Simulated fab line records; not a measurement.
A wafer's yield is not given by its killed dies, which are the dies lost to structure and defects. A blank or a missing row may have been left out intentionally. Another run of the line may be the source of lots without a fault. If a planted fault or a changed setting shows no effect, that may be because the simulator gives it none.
Which tool is to blame?    flow nand harc    Sampling: 13 lots, 39 wafers, 5 of 1302 route steps

## WHAT EACH GAUGE READ, for each wafer
NHARC_A_ONON_D1_THK_MEAS_27: measures by ellipsometry.
lot   measured      on             thk nm (nm)
L963  day 8 09:22   film metro-01  997 994 998
L964  day 8 15:13   film metro-02  988 987 987
L965  day 9 00:29   film metro-01  1001 999 1001
L966  day 9 10:47   film metro-02  992 991 995
L967  day 10 08:07  film metro-02  1013 1015 1016
L968  day 10 08:06  film metro-01  991 992 992
L970  day 11 01:53  film metro-02  1017 1017 1018
L971  day 11 17:49  film metro-02  1517 1517 1011
L975  day 13 03:10  film metro-01  1510 1509 1004
L980  day 15 06:23  film metro-01  1006 1007 1006
L984  day 16 21:49  film metro-01  984 983 985
L983  day 16 21:52  film metro-01  1004 1004 1003
L985  day 17 06:32  film metro-02  986 989 988

NHARC_END_SORT_01.
lot   measured      on         killed at array  killed at other  killed at periphery  killed dies  killed open  killed short
L971  day 27 14:41  prober-01  675 671 21       0 1 0            2 5 5                677 677 26   3 3 1        0 0 1
L975  day 29 03:16  prober-01  676 676 40       0 0 0            1 1 1                677 677 41   2 6 2        0 1 1

## WHAT TOOL EACH LOT RAN ON (gives the tool, then ch and the chambers of the sampled wafers, and finally the start)
lot   NHARC_A_ZERO_WELL_ETCH_13         NHARC_A_ZERO_WELL_RTA_16          NHARC_A_ONON_D1_DEP_25
L963  rie si-05 ch 1,2, day 6 22:37     rtp anneal-02 ch 0, day 6 23:32   pecvd onon-01 ch 0, day 8 08:51
L964  rie si-05 ch 0,1,3, day 7 03:37   rtp anneal-01 ch 0, day 7 04:31   pecvd onon-02 ch 0, day 8 14:43
L965  rie si-02 ch 1,2,3, day 7 12:29   rtp anneal-02 ch 0, day 7 13:26   pecvd onon-03 ch 0, day 9 00:02
L966  rie si-05 ch 0,2,3, day 7 23:06   rtp anneal-02 ch 0, day 7 23:58   pecvd onon-01 ch 0, day 9 10:17
L967  rie si-05 ch 1,2,3, day 8 17:13   rtp anneal-01 ch 0, day 8 18:10   pecvd onon-03 ch 0, day 10 07:47
L968  rie si-02 ch 1,3, day 8 20:32     rtp anneal-02 ch 0, day 8 21:28   pecvd onon-02 ch 0, day 10 07:39
L970  rie si-02 ch 0,3, day 9 16:11     rtp anneal-02 ch 0, day 9 17:05   pecvd onon-01 ch 0, day 11 01:22
L971  rie si-04 ch 0,1,2, day 10 07:37  rtp anneal-02 ch 0, day 10 08:32  pecvd onon-01 ch 0, day 11 17:19
L975  rie si-05 ch 0,1,2, day 11 18:32  rtp anneal-02 ch 0, day 11 19:26  pecvd onon-01 ch 0, day 13 02:39
L980  rie si-02 ch 0,2,3, day 13 22:32  rtp anneal-01 ch 0, day 13 23:25  pecvd onon-02 ch 0, day 15 05:53
L984  rie si-05 ch 0,2, day 15 09:52    rtp anneal-02 ch 0, day 15 10:46  pecvd onon-02 ch 0, day 16 21:18
L983  rie si-02 ch 1,2,3, day 15 11:09  rtp anneal-01 ch 0, day 15 12:04  pecvd onon-03 ch 0, day 16 21:21
L985  rie si-05 ch 1,2,3, day 15 20:55  rtp anneal-02 ch 0, day 15 21:49  pecvd onon-01 ch 0, day 17 06:02
- NHARC_A_ZERO_WELL_ETCH_13: etches the open film in HBr/Cl2, target depth 120 nm, time 40.1 s.
- NHARC_A_ZERO_WELL_RTA_16: time 10 s.
- NHARC_A_ONON_D1_DEP_25: target thk 1000 nm.

## AS READ BY THE TOOLS THEMSELVES (means over the sampled wafers that have a number; for cases with no such wafer, the mark the record gives instead)
NHARC_A_ZERO_WELL_ETCH_13.
lot   tool       drypump motor current A (A)  mfc cl2 sccm (sccm)  oes product au (a.u.)  throttle valve pct (%)
L963  rie si-05  6.3                          50.15                1.002                  26.411
L964  rie si-05  6.0                          49.97                0.996                  26.399
L965  rie si-02  5.9                          49.97                1.001                  26.409
L966  rie si-05  5.9                          49.95                1.001                  26.407
L967  rie si-05  6.0                          49.86                1.007                  26.403
L968  rie si-02  6.1                          49.96                1.010                  26.404
L970  rie si-02  6.1                          50.22                1.012                  26.406
L971  rie si-04  5.3                          49.99                0.995                  26.402
L975  rie si-05  6.3                          50.08                0.994                  26.413
L980  rie si-02  6.1                          49.96                0.999                  26.395
L984  rie si-05  6.2                          49.92                0.997                  26.411
L983  rie si-02  5.9                          49.98                0.999                  26.409
L985  rie si-05  6.0                          49.98                1.001                  26.400

NHARC_A_ZERO_WELL_RTA_16.
lot   tool           lamp power pct (%)  lamp_zone_3_pct (%)  wafer_temp_C_max
L963  rtp anneal-02  32.7                32.7                 1004.8
L964  rtp anneal-01  29.1                29.1                 1007.2
L965  rtp anneal-02  32.8                32.7                 1004.2
L966  rtp anneal-02  32.8                32.8                 1003.9
L967  rtp anneal-01  29.0                29.0                 1007.3
L968  rtp anneal-02  32.8                32.8                 1004.3
L970  rtp anneal-02  32.8                32.8                 1005.2
L971  rtp anneal-02  32.8                32.7                 1005.2
L975  rtp anneal-02  32.8                32.8                 1004.9
L980  rtp anneal-01  29.0                29.1                 1007.6
L984  rtp anneal-02  32.8                32.7                 1004.2
L983  rtp anneal-01  29.0                29.0                 1010.2
L985  rtp anneal-02  32.8                32.7                 1005.4

## THE ANSWER, worked out from the rows above alone
Rule: usual is defined by the lots themselves. Put in order of their means at a reading, lots are off if they are a third of the lots or fewer, leave a main group of 4 or more, and stand apart from it by a gap of 3 or more times the standard deviation of the main group's means; of several such gaps the widest counts. A main group is skipped when, at the precision printed for the reading in the tables above, its means are all equal. A lot without any number at a reading at which 4 lots or more have one is off too. The other lots that the step has rows for count as sound. Order of review: gauges by route order, followed by the tools' own readings, for which a lot's mean as printed above is used. The first step at which some lot is off is used, and at that step the reading that is off furthest; a lot without a number counts as furthest.
Off, at NHARC_A_ONON_D1_THK_MEAS_27 on thk nm: L971, L975. The main group: mean 998 nm, standard deviation 11.
If a tool, at a process step before that reading, ran all the lots that are off and no sound lot after the first of them, it fits. Gauges at NHARC_A_ONON_D1_THK_MEAS_27: tried the same way as those tools. No candidate that was tried fits.

## WHAT THE SIMULATOR HAD INSERTED
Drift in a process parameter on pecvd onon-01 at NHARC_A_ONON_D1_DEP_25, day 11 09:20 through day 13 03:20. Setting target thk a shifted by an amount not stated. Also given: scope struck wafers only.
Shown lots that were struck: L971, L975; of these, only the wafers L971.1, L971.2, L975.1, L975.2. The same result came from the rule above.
